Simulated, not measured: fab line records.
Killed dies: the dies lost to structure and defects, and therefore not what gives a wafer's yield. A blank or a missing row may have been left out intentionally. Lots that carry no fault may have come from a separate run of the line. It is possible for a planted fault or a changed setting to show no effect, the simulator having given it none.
fab line records | flow n5Finfet
[record] lots = 9 | wafers = 27 | lastDay = 17
route steps=1938 shown BEOL_M11@1552
lots that met no fault: taken from a fault-free run of the same line
startH: hours from the record's first day to the start of the lot's first wafer shown | waitH: hours elapsed since this lot's preceding step | " identical to the entry in the row above | L1.1+2: a single row standing in for several wafers | - no value, or no start was given | * or withheld: withheld | < > ~ a bound
route shown NAME@n: names a module that has steps shown in the file, with the first one's number in the route | usual: mean and standard deviation over wafers with no fault | same: alike in all rows | chamber/n: place in a boat | sites: the reading at each site | _std_site: standard deviation across them | _edge_site: the outer-site mean with the inner-site mean subtracted | radiusMm: how far each site lies from the wafer's centre | mask NAME#n: copy n | behind: the most recent tool/chamber to have shaped the wafer | hold: reason for holding the lot/hours on hold/outcome of the hold | device: the n, p or np transistor that did not switch | end of line: tests of these same wafers at the route's end | a step without rows: its recipe alone | killed: at the first sort, the dies lost to defects and structure; wafer yield is something else | map: shows each die of a wafer: x if killed, . if not, _ if none is there
set.NAME: the setting as run; set.NAME@STEP: as run at that earlier step | model.NAME: the simulator's own value behind a step, which no gauge read
one table for each step of the route and one row for each wafer, over a sample of lots
services: the hour from which a tool's chamber was out of use, counted from the record's first day as startH (under 0 if before that day), plus the number of hours and why
[[steps]]
[step N5_BEOL_M11_DESCUM_16]
[recipe] chemistry = O2 | timeS = 7.9 | sourcePowerW = 50 | biasPowerW = 20 | pressureMtorr = 20 | rfFrequencyHz = 2.712e+07 | tempC = 40 | resist = CAR-ArF | o2FlowSccm = 225
[usual] drypumpMotorCurrentA = 5.6/0.47 | oesProductAu = 0.80/0.093 | rfVppV = 243.4/1.5 | showerheadPlenumPTorr = 2.11/0.073 | throttleValvePct = 20.40/0.22
lot.wafer | tool       | chamber | startH | waitH | drypumpMotorCurrentA | oesProductAu | rfHoursCounterH | rfVppV | showerheadPlenumPTorr | throttleValvePct
L355.1    | rieDiel-03 | 3       | 236.80 | 0.0   | 5.4                  | 0.69         | 211             | 241.9  | 2.06                  | 20.39
L355.5    | "          | 3       | "      | "     | 5.3                  | 0.69         | -               | 241.9  | 2.06                  | 20.40
L355.6    | "          | 2       | "      | "     | 4.8                  | 0.93         | -               | 242.5  | 2.14                  | 20.31
L353.1    | rieDiel-02 | 0       | 239.81 | 0.0   | 5.9                  | 0.89         | 49              | 243.9  | 2.21                  | 19.88
L353.2    | "          | 2       | "      | "     | 5.2                  | 0.76         | 180             | 241.6  | 2.09                  | 20.62
L353.4    | "          | 1       | "      | "     | 5.4                  | 0.86         | 53              | 244.6  | 2.14                  | 20.27
L359.1    | rieDiel-05 | 1       | 268.01 | 0.4   | 5.0                  | 0.69         | 240             | 243.9  | 2.14                  | 20.30
L359.2    | "          | 0       | "      | "     | 6.5                  | 0.98         | 4               | 241.8  | 2.06                  | 20.44
L359.6    | "          | 3       | "      | "     | 5.5                  | 0.73         | -               | 242.5  | 1.99                  | 20.60
L363.3    | rieDiel-03 | 0       | 292.04 | 0.0   | 5.5                  | 0.77         | 136             | 241.9  | 2.11                  | 20.46
L363.4    | "          | 1       | "      | "     | 5.4                  | 0.77         | 143             | 243.5  | 2.09                  | 20.30
L363.5    | "          | 3       | "      | "     | 5.3                  | 0.67         | -               | 243.1  | 2.06                  | 20.42
L365.3    | rieDiel-05 | 0       | 299.98 | 0.0   | 6.5                  | 0.93         | 18              | 242.7  | 2.05                  | 20.47
L365.5    | "          | 0       | "      | "     | 6.4                  | 0.94         | -               | 243.5  | 2.05                  | 20.46
L365.6    | "          | 3       | "      | "     | 5.5                  | 0.71         | -               | 241.6  | 1.99                  | 20.61
L366.1    | rieDiel-05 | 3       | 300.24 | 0.0   | 5.5                  | 0.71         | 209             | 241.5  | 1.99                  | 20.62
L366.3    | "          | 1       | "      | "     | 5.0                  | 0.69         | 246             | 243.8  | 2.14                  | 20.31
L366.4    | "          | 1       | "      | "     | 5.0                  | 0.69         | -               | 244.0  | 2.14                  | 20.30
L369.1    | rieDiel-05 | 2       | 327.20 | 0.1   | 6.3                  | 0.94         | 11              | 245.2  | 2.24                  | 20.46
L369.5    | "          | 3       | "      | "     | 5.5                  | 0.70         | -               | 240.9  | 1.98                  | 20.65
L369.6    | "          | 0       | "      | "     | 6.5                  | 0.92         | -               | 242.1  | 2.05                  | 20.48
L372.2    | rieDiel-02 | 0       | 341.68 | 0.0   | 5.9                  | 0.85         | 73              | 244.1  | 2.20                  | 19.95
L372.4    | "          | 1       | "      | "     | 5.4                  | 0.83         | 72              | 243.5  | 2.13                  | 20.30
L372.6    | "          | 1       | "      | "     | 5.4                  | 0.83         | -               | 245.2  | 2.13                  | 20.30
L374.2    | rieDiel-05 | 0       | 357.42 | 0.5   | 6.5                  | 0.91         | 36              | 242.6  | 2.04                  | 20.49
L374.4    | "          | 3       | "      | "     | 5.5                  | 0.70         | 229             | 242.4  | 1.98                  | 20.66
L374.6    | "          | 2       | "      | "     | 6.4                  | 0.92         | -               | 246.3  | 2.24                  | 20.45
[step N5_BEOL_M11_DESCUM_33]
[recipe] chemistry = O2 | timeS = 7.9 | sourcePowerW = 50 | biasPowerW = 20 | pressureMtorr = 20 | rfFrequencyHz = 2.712e+07 | tempC = 40 | resist = CAR-ArF | o2FlowSccm = 225
[usual] drypumpMotorCurrentA = 5.6/0.46 | oesProductAu = 0.81/0.094 | rfVppV = 243.5/1.3 | showerheadPlenumPTorr = 2.11/0.068 | throttleValvePct = 20.38/0.21
lot.wafer | tool       | chamber | startH | waitH | drypumpMotorCurrentA | oesProductAu | rfHoursCounterH | rfVppV | showerheadPlenumPTorr | throttleValvePct
L355.1    | rieDiel-03 | 3       | 238.42 | 0.0   | 5.4                  | 0.70         | 211             | 240.9  | 2.06                  | 20.40
L355.5    | "          | 0       | "      | "     | 5.5                  | 0.80         | -               | 243.5  | 2.11                  | 20.39
L355.6    | "          | 2       | "      | "     | 4.8                  | 0.92         | -               | 243.2  | 2.14                  | 20.33
L353.1    | rieDiel-03 | 2       | 240.90 | 0.1   | 4.9                  | 0.92         | 25              | 244.0  | 2.14                  | 20.32
L353.2    | "          | 3       | "      | "     | 5.4                  | 0.69         | 213             | 242.3  | 2.06                  | 20.40
L353.4    | "          | 1       | "      | "     | 5.4                  | 0.80         | 122             | 243.9  | 2.10                  | 20.27
L359.1    | rieDiel-05 | 3       | 270.67 | 1.2   | 5.5                  | 0.72         | 196             | 241.6  | 1.99                  | 20.59
L359.2    | "          | 1       | "      | "     | 5.0                  | 0.69         | 241             | 243.8  | 2.14                  | 20.29
L359.6    | "          | 3       | "      | "     | 5.5                  | 0.72         | -               | 241.4  | 1.99                  | 20.60
L363.3    | rieDiel-02 | 1       | 294.43 | 0.0   | 5.4                  | 0.83         | 62              | 244.3  | 2.13                  | 20.27
L363.4    | "          | 0       | "      | "     | 5.9                  | 0.87         | -               | 247.0  | 2.21                  | 19.91
L363.5    | "          | 1       | "      | "     | 5.4                  | 0.84         | -               | 242.5  | 2.13                  | 20.27
L365.3    | rieDiel-05 | 1       | 301.81 | 0.0   | 5.0                  | 0.69         | 246             | 245.3  | 2.14                  | 20.31
L365.5    | "          | 0       | "      | "     | 6.4                  | 0.93         | -               | 242.8  | 2.05                  | 20.47
L365.6    | "          | 1       | "      | "     | 5.0                  | 0.68         | -               | 243.4  | 2.14                  | 20.31
L366.1    | rieDiel-05 | 3       | 302.27 | 0.3   | 5.5                  | 0.72         | 210             | 240.4  | 1.99                  | 20.61
L366.3    | "          | 0       | "      | "     | 6.4                  | 0.93         | 19              | 242.2  | 2.05                  | 20.48
L366.4    | "          | 1       | "      | "     | 5.0                  | 0.69         | 247             | 244.0  | 2.14                  | 20.32
L369.1    | rieDiel-02 | 1       | 329.68 | 0.0   | 5.4                  | 0.83         | 69              | 245.1  | 2.13                  | 20.29
L369.5    | "          | 3       | "      | "     | 5.8                  | 0.71         | -               | 245.3  | 2.16                  | 20.52
L369.6    | "          | 0       | "      | "     | 5.9                  | 0.86         | -               | 245.1  | 2.20                  | 19.93
L372.2    | rieDiel-05 | 2       | 343.37 | 0.0   | 6.3                  | 0.92         | 15              | 245.0  | 2.24                  | 20.46
L372.4    | "          | 0       | "      | "     | 6.5                  | 0.91         | 32              | 243.0  | 2.05                  | 20.48
L372.6    | "          | 3       | "      | "     | 5.5                  | 0.70         | -               | 241.2  | 1.98                  | 20.65
L374.2    | rieDiel-05 | 1       | 359.31 | 0.7   | 5.0                  | 1.00         | 7               | 246.1  | 2.13                  | 19.96
L374.4    | "          | 3       | "      | "     | 5.5                  | 0.70         | 230             | 239.8  | 1.98                  | 20.64
L374.6    | "          | 0       | "      | "     | 6.4                  | 0.90         | -               | 242.8  | 2.04                  | 20.50
[step N5_BEOL_M11_STRIP_77]
[recipe] chemistry = N2/H2 | timeS = 10 | powerW = 450 | tempC = 40 | pressureMtorr = 20 | rfFrequencyHz = 6e+07 | biasPowerW = 7 | n2FlowSccm = 200 | h2FlowSccm = 200
[usual] biasPowerW = 6.998/0.02 | chamberPressureMTorr = 20.001/0.017 | drypumpMotorCurrentA = 5.6/0.45 | oesProductAu = 0.81/0.095 | rfVppV = 59.1/0.86 | showerheadPlenumPTorr = 2.55/0.081 | throttleValvePct = 23.54/0.27
lot.wafer | tool       | chamber | startH | waitH | biasPowerW | chamberPressureMTorr | drypumpMotorCurrentA | oesProductAu | rfHoursCounterH | rfVppV | showerheadPlenumPTorr | throttleValvePct
L355.1    | rieDiel-03 | 3       | -      | -     | 6.966      | 19.996               | 5.4                  | 0.71         | 212             | 57.9   | 2.51                  | 23.58
L355.5    | "          | 0       | "      | "     | 7.012      | 19.995               | 5.6                  | 0.80         | -               | 60.8   | 2.56                  | 23.66
L355.6    | "          | 2       | "      | "     | 6.988      | 19.997               | 4.9                  | 0.93         | -               | 59.7   | 2.59                  | 23.53
L353.1    | rieDiel-03 | 2       | -      | -     | 7.001      | 19.999               | 4.9                  | 0.91         | 25              | 60.0   | 2.59                  | 23.53
L353.2    | "          | 3       | "      | "     | 6.975      | 20.008               | 5.4                  | 0.69         | 213             | 58.8   | 2.51                  | 23.58
L353.4    | "          | 1       | "      | "     | 7.027      | 19.999               | 5.4                  | 0.79         | 122             | 59.2   | 2.54                  | 23.33
L359.1    | rieDiel-05 | 0       | -      | -     | 7.005      | 20.017               | 6.4                  | 0.98         | 6               | 58.6   | 2.49                  | 23.62
L359.2    | "          | 3       | "      | "     | 7.013      | 19.993               | 5.5                  | 0.73         | 197             | 58.5   | 2.42                  | 23.79
L359.6    | "          | 0       | "      | "     | 6.981      | 20.028               | 6.4                  | 0.98         | -               | 59.0   | 2.49                  | 23.64
L363.3    | rieDiel-02 | 1       | -      | -     | 7.005      | 20.010               | 5.4                  | 0.84         | 62              | 58.7   | 2.57                  | 23.48
L363.4    | "          | 0       | "      | "     | 6.976      | 20.044               | 5.9                  | 0.87         | -               | 59.3   | 2.68                  | 22.89
L363.5    | "          | 1       | "      | "     | 7.015      | 20.000               | 5.4                  | 0.84         | -               | 58.3   | 2.57                  | 23.48
L365.3    | rieDiel-05 | 1       | -      | -     | 6.986      | 20.005               | 5.0                  | 0.68         | 247             | 59.7   | 2.60                  | 23.62
L365.5    | "          | 0       | "      | "     | 6.980      | 20.031               | 6.5                  | 0.93         | -               | 61.1   | 2.49                  | 23.65
L365.6    | "          | 1       | "      | "     | 6.958      | 20.006               | 5.0                  | 0.69         | -               | 59.6   | 2.60                  | 23.61
L366.1    | rieDiel-05 | 3       | -      | -     | 7.001      | 19.995               | 5.5                  | 0.72         | 210             | 57.8   | 2.42                  | 23.80
L366.3    | "          | 0       | "      | "     | 6.980      | 19.987               | 6.4                  | 0.94         | 19              | 58.1   | 2.49                  | 23.66
L366.4    | "          | 1       | "      | "     | 6.990      | 20.041               | 5.0                  | 0.69         | 247             | 59.4   | 2.60                  | 23.61
L369.1    | rieDiel-02 | 1       | -      | -     | 7.021      | 19.992               | 5.4                  | 0.82         | 69              | 58.5   | 2.57                  | 23.48
L369.5    | "          | 3       | "      | "     | 7.015      | 20.004               | 5.8                  | 0.71         | -               | 62.0   | 2.61                  | 23.39
L369.6    | "          | 0       | "      | "     | 7.013      | 19.989               | 5.9                  | 0.86         | -               | 60.4   | 2.67                  | 22.90
L372.2    | rieDiel-05 | 2       | -      | -     | 6.977      | 20.010               | 6.4                  | 0.93         | 15              | 59.3   | 2.71                  | 23.67
L372.4    | "          | 0       | "      | "     | 7.038      | 19.989               | 6.4                  | 0.91         | 32              | 59.7   | 2.48                  | 23.66
L372.6    | "          | 3       | "      | "     | 7.004      | 19.994               | 5.5                  | 0.70         | -               | 57.5   | 2.41                  | 23.84
L374.2    | rieDiel-05 | 1       | -      | -     | 7.013      | 19.985               | 5.0                  | 0.99         | 8               | 58.7   | 2.60                  | 23.31
L374.4    | "          | 3       | "      | "     | 7.024      | 20.020               | 5.5                  | 0.70         | 230             | 58.5   | 2.41                  | 23.83
L374.6    | "          | 0       | "      | "     | 7.018      | 19.967               | 6.4                  | 0.90         | -               | 58.4   | 2.48                  | 23.68
[step N5_BEOL_M11_HM_STRIP_39]
[recipe] chemistry = peroxideTinStrip | material = TiN | targetDepthA = 250 | tempC = 50 | timeS = 158
[usual] bathGuardTempC = 50.0/0.51 | bathHeatDutyPct = 7.0/0.85
lot.wafer | tool        | chamber | startH | waitH | bathGuardTempC | bathHeatDutyPct
L355.1    | wetBench-04 | 2       | 238.94 | 0.0   | 50.0           | 6.4
L355.5    | "           | 7       | "      | "     | 49.5           | 8.1
L355.6    | "           | 5       | "      | "     | 50.4           | 6.6
L353.1    | wetBench-02 | 1       | 241.42 | 0.0   | 50.0           | 7.5
L353.2    | "           | 5       | "      | "     | 50.3           | 8.5
L353.4    | "           | 6       | "      | "     | 49.4           | 6.6
L359.1    | wetBench-02 | 7       | 271.39 | 0.0   | 50.3           | 8.2
L359.2    | "           | 2       | "      | "     | 50.3           | 7.9
L359.6    | "           | 0       | "      | "     | 50.1           | 6.4
L363.3    | wetBench-04 | 0       | 294.96 | 0.0   | -              | -
L363.4    | "           | 1       | "      | "     | -              | -
L363.5    | "           | 5       | "      | "     | -              | -
L365.3    | wetBench-02 | 2       | 302.34 | 0.0   | -              | -
L365.5    | "           | 7       | "      | "     | -              | -
L365.6    | "           | 1       | "      | "     | -              | -
L366.1    | wetBench-04 | 2       | 302.80 | 0.0   | -              | -
L366.3    | "           | 4       | "      | "     | -              | -
L366.4    | "           | 6       | "      | "     | -              | -
L369.1    | wetBench-04 | 2       | 330.20 | 0.0   | 50.0           | 7.0
L369.5    | "           | 4       | "      | "     | 50.0           | 5.9
L369.6    | "           | 6       | "      | "     | 50.7           | 6.0
L372.2    | wetBench-04 | 7       | 343.90 | 0.0   | 49.9           | 8.6
L372.4    | "           | 3       | "      | "     | 50.4           | 7.3
L372.6    | "           | 6       | "      | "     | 50.2           | 6.4
L374.2    | wetBench-04 | 5       | 359.84 | 0.0   | 51.2           | 6.7
L374.4    | "           | 2       | "      | "     | 50.0           | 8.1
L374.6    | "           | 7       | "      | "     | 49.8           | 8.1
[step N5_BEOL_M11_CMP_52]
[recipe] stopOn = SiCOH_lowk | tOverpolishS = 7 | downForcePsi = 1 | platenRpm = 50 | clearingPlatenDownForcePsi = 1.5 | clearingPlatenRpm = 50 | postCmpClean = cuAlkaline | targetThkNm = 140 | clearingPlatenPadVelocityMS = 0.99484 | padVelocityMS = 0.99484
[usual] barrierFieldEndpointS = 28.7/0.68 | headPressurePsi = 1.0002/0.0023 | motorCurrentA = 6.0/0.73
lot.wafer | tool   | chamber | startH | waitH | barrierFieldEndpointS | headPressurePsi | motorCurrentA
L355.1    | cmp-02 | 2       | 241.25 | 0.3   | 28.2                  | 1.0022          | 5.5
L355.6    | "      | 0       | "      | "     | 28.3                  | 1.0015          | 6.0
L355.5    | "      | 1       | "      | "     | 27.8                  | 1.0015          | 6.2
L353.2    | cmp-02 | 2       | 244.61 | 0.2   | 28.5                  | 0.9985          | 5.5
L353.1    | "      | 3       | "      | "     | 28.1                  | 0.9974          | 6.5
L353.4    | "      | 1       | "      | "     | 28.9                  | 0.9986          | 6.4
L359.1    | cmp-03 | 2       | 274.03 | 0.3   | 28.6                  | 1.0047          | 6.2
L359.2    | "      | 3       | "      | "     | 29.1                  | 1.0017          | 6.2
L359.6    | "      | 1       | "      | "     | 29.5                  | 1.0028          | 5.5
L363.3    | cmp-01 | 1       | 297.84 | 0.2   | 34.5                  | 1.0031          | 4.8
L363.4    | "      | 2       | "      | "     | 35.4                  | 1.0014          | 6.5
L363.5    | "      | 1       | "      | "     | 34.5                  | 1.0048          | 4.7
L365.3    | cmp-01 | 3       | 305.54 | 0.2   | 33.3                  | 0.9984          | 5.2
L365.6    | "      | 1       | "      | "     | 34.5                  | 0.9985          | 4.8
L365.5    | "      | 2       | "      | "     | 34.2                  | 1.0018          | 6.8
L366.4    | cmp-01 | 1       | 306.52 | 0.1   | 36.4                  | 0.9986          | 4.9
L366.1    | "      | 2       | "      | "     | 35.0                  | 1.0004          | 6.9
L366.3    | "      | 3       | "      | "     | 34.2                  | 0.9989          | 5.1
L369.1    | cmp-01 | 1       | 334.41 | 0.3   | 28.8                  | 1.0015          | 4.9
L369.6    | "      | 3       | "      | "     | 28.3                  | 0.9987          | 5.1
L369.5    | "      | 0       | "      | "     | 28.8                  | 0.9978          | 7.5
L372.2    | cmp-02 | 2       | 345.66 | 0.2   | 27.2                  | 0.9981          | 5.6
L372.4    | "      | 0       | "      | "     | 28.2                  | 0.9993          | 6.1
L372.6    | "      | 3       | "      | "     | 28.3                  | 1.0003          | 6.7
L374.4    | cmp-03 | 2       | 361.67 | 0.1   | 29.6                  | 1.0048          | 6.6
L374.2    | "      | 0       | "      | "     | 29.0                  | 1.0012          | 5.6
L374.6    | "      | 3       | "      | "     | 29.7                  | 1.0033          | 6.4
[[services]]
tool        | chamber | startH | hours | kind
cmp-01      | -       | 213.82 | 4.0   | pm
rieDiel-05  | 0       | 215.24 | 3.8   | repair
rieDiel-05  | 0       | 241.21 | -     | clean
rieDiel-05  | 0       | 241.21 | -     | consumableReplace:focusRing
rieDiel-05  | 0       | 241.21 | 16.2  | scheduledDown
rieDiel-05  | 0       | 241.21 | 16.2  | ventCycle
rieDiel-02  | -       | 243.38 | 28.1  | pm
cmp-02      | -       | 246.20 | 5.2   | pm
rieDiel-05  | -       | 253.86 | 0.2   | repair
rieDiel-05  | 2       | 270.57 | -     | clean
rieDiel-05  | 2       | 270.57 | -     | consumableReplace:focusRing
rieDiel-05  | 2       | 270.57 | -     | consumableReplace:showerhead
rieDiel-05  | 2       | 270.57 | 31.4  | scheduledDown
rieDiel-05  | 2       | 270.57 | 31.4  | ventCycle
cmp-03      | -       | 288.14 | 4.0   | pm
rieDiel-02  | 3       | 290.29 | 7.6   | repair
cmp-01      | -       | 292.42 | 2.4   | repair
cmp-02      | -       | 294.59 | 1.2   | repair
rieDiel-02  | 1       | 297.44 | 11.5  | repair
rieDiel-03  | 0       | 312.23 | 12.7  | repair
rieDiel-05  | 1       | 313.46 | -     | clean
rieDiel-05  | 1       | 313.46 | -     | consumableReplace:focusRing
wetBench-04 | -       | 324.17 | 5.3   | repair
cmp-02      | -       | 359.51 | 4.0   | pm
[[key]]
[firstSign] step = N5_BEOL_M11_HM_STRIP_39 | reading = toolRecord | direction = missing
[effect] step = N5_BEOL_M11_CMP_52 | reading = barrierFieldEndpointS | direction = up | sigmas = 8.9 | usual = 28.7 | struck = 34.7
metAt N5_BEOL_M11_HM_STRIP_39
struckLots L363,L365,L366
notActingAt N5_BEOL_M11_DESCUM_16,N5_BEOL_M11_DESCUM_33,N5_BEOL_M11_STRIP_77
onsetBetween 271.39 294.96
[fault] kind = skippedStepWhole | tool = wetBench-02,wetBench-04 | chamber = - | onsetH = 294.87 | steps = N5_BEOL_M11_HM_STRIP_39 | scope = struckLotsOnly
